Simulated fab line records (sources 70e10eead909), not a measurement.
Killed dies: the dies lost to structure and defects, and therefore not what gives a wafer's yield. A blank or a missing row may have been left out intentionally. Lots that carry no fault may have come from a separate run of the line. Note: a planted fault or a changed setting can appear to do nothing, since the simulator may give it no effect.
Chamber matching    flow nand_harc    NHARC_A_M0_DESCUM_14 on rie_diel-12 has 4 sister chambers
The step chemistry O2, time 3 s. 30 wafers are shown with their chamber, then 12 later ones without.

WAFERS PAIRED WITH THEIR CHAMBERS
wafer   chamber  showerhead_plenum_p_Torr (Torr)  drypump_motor_current_A (A)  oes_product_au (a.u.)
L077.1  3        1.92                             5.81                         0.989
L077.5  1        1.95                             5.94                         0.992
L077.6  0        1.88                             5.39                         0.993
L081.3  3        1.92                             5.87                         0.994
L081.4  1        1.95                             5.94                         0.993
L081.5  3        1.92                             5.85                         0.994
L080.3  1        1.95                             5.95                         1.002
L080.5  0        1.87                             5.41                         1.000
L080.6  1        1.95                             5.93                         0.995
L083.1  3        1.92                             5.84                         0.999
L083.5  0        1.87                             5.37                         0.994
L083.6  3        1.92                             5.84                         0.991
L085.2  3        1.92                             5.84                         0.986
L085.4  1        1.95                             5.95                         1.001
L085.6  3        1.92                             5.87                         0.999
L084.3  1        1.95                             5.96                         0.990
L084.4  0        1.87                             5.40                         0.992
L084.6  3        1.92                             5.87                         1.003
L086.1  0        1.87                             5.39                         0.998
L086.2  1        1.95                             5.93                         0.995
L086.4  3        1.92                             5.84                         0.984
L090.2  0        1.87                             5.39                         1.001
L090.4  1        1.95                             5.93                         0.992
L090.6  1        1.95                             5.95                         0.996
L093.2  0        1.87                             5.38                         1.001
L093.3  2        1.78                             5.51                         1.006
L093.5  1        1.95                             5.94                         1.005
L092.3  0        1.87                             5.41                         1.006
L092.4  3        1.92                             5.83                         0.995
L092.5  0        1.87                             5.39                         0.993

SIGNATURES (means of the wafers above)
reading                   chamber 0  chamber 1  chamber 2  chamber 3  scatter within a chamber
showerhead_plenum_p_Torr  1.8711     1.9500     1.7800     1.9200     0.00185
drypump_motor_current_A   5.3922     5.9420     5.5100     5.8460     0.0149
oes_product_au            0.99756    0.99610    1.00600    0.99340    0.00531
Rule: a wafer's distance from a chamber is the root of the sum, over the readings, of the square of ((its reading less the chamber's mean) divided by the reading's scatter). If the next closest chamber is less than 2 further off than the closest, the wafer can't be placed; otherwise it belongs to the closest. The scatter: the root of (the sum of the squares of (reading less its chamber's mean) over the shown wafers, divided by (wafers less chambers)).

WAFERS WITH NO CHAMBER GIVEN
wafer   showerhead_plenum_p_Torr (Torr)  drypump_motor_current_A (A)  oes_product_au (a.u.)
L094.2  1.87                             5.37                         0.998
L094.3  1.92                             5.84                         1.006
L094.4  1.95                             5.93                         1.014
L095.1  1.78                             5.51                         1.005
L095.2  1.87                             5.40                         1.000
L095.3  1.95                             5.93                         0.994
L096.1  1.87                             5.40                         1.003
L096.2  1.95                             5.93                         0.994
L096.5  1.95                             5.94                         1.000
L097.2  1.87                             5.41                         1.005
L097.4  1.95                             5.94                         0.983
L097.6  1.95                             5.92                         0.998

WHICH CHAMBER EACH WENT THROUGH
wafer   from the rows above  in truth
L094.2  0                    0
L094.3  3                    3
L094.4  1                    1
L095.1  2                    2
L095.2  0                    0
L095.3  1                    1
L096.1  0                    0
L096.2  1                    1
L096.5  1                    1
L097.2  0                    0
L097.4  1                    1
L097.6  1                    1
Correctly placed: 12 of 12. Left unplaced by these rows: 0. Wrongly placed: 0.
